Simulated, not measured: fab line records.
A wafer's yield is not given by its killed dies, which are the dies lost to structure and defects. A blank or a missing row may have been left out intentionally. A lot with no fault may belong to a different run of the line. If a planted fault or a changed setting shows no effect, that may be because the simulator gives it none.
Matching of chambers    flow n5 finfet    N5_BEOL_M8_CMP_52 on cmp-03: 4 sister chambers
The step polishes, stops on SiCOH lowk, t overpolish 6.9 s, target thk 80 nm. 8 wafers are shown with their chamber, then 10 later ones without.

WAFERS PAIRED WITH THEIR CHAMBERS
wafer   chamber  motor current A (A)  time to endpoint s (s)
L081.1  0        5.4                  63
L082.2  2        6.4                  67
L082.4  1        6.3                  65
L086.1  3        5.5                  65
L086.2  1        6.0                  58
L086.4  2        5.7                  66
L085.1  3        5.4                  68
L085.4  0        5.7                  64

WAFERS WITH NO CHAMBER GIVEN
wafer   motor current A (A)  time to endpoint s (s)
L085.5  6.4                  60
L088.2  5.9                  63
L088.3  6.3                  59
L088.5  5.4                  65
L091.1  6.1                  58
L091.2  5.5                  67
L091.4  5.9                  66
L092.4  5.3                  68
L092.5  6.3                  61
L092.6  5.9                  62

CHAMBER TAKEN BY EACH
wafer   from the rows above                in truth
L085.5  can't be placed: 1 or 2            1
L088.2  can't be placed: 1 or 0 or 2 or 3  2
L088.3  can't be placed: 1 or 2            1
L088.5  can't be placed: 3 or 0 or 2       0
L091.1  can't be placed: 1 or 0 or 2       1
L091.2  can't be placed: 3 or 0 or 2       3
L091.4  can't be placed: 2 or 0 or 3 or 1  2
L092.4  can't be placed: 3 or 0 or 2       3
L092.5  can't be placed: 1 or 2            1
L092.6  can't be placed: 1 or 0 or 2 or 3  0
Correctly placed: 0 of 10. Unplaceable from these rows: 10, with the true chamber sitting among the candidates in 10. Wrongly placed: 0.
How it was worked out, from the rows above alone: a wafer's distance from a chamber is the root of the sum, over the readings, of the square of ((its reading less the chamber's mean) divided by the reading's scatter). The wafer belongs to the nearest chamber; if the next one is less than 2 further off, it can't be placed. For every chamber, the mean is computed from those of its wafers that are shown. The scatter: the root of (the sum of the squares of (reading less its chamber's mean) over the shown wafers, divided by (wafers less chambers)).
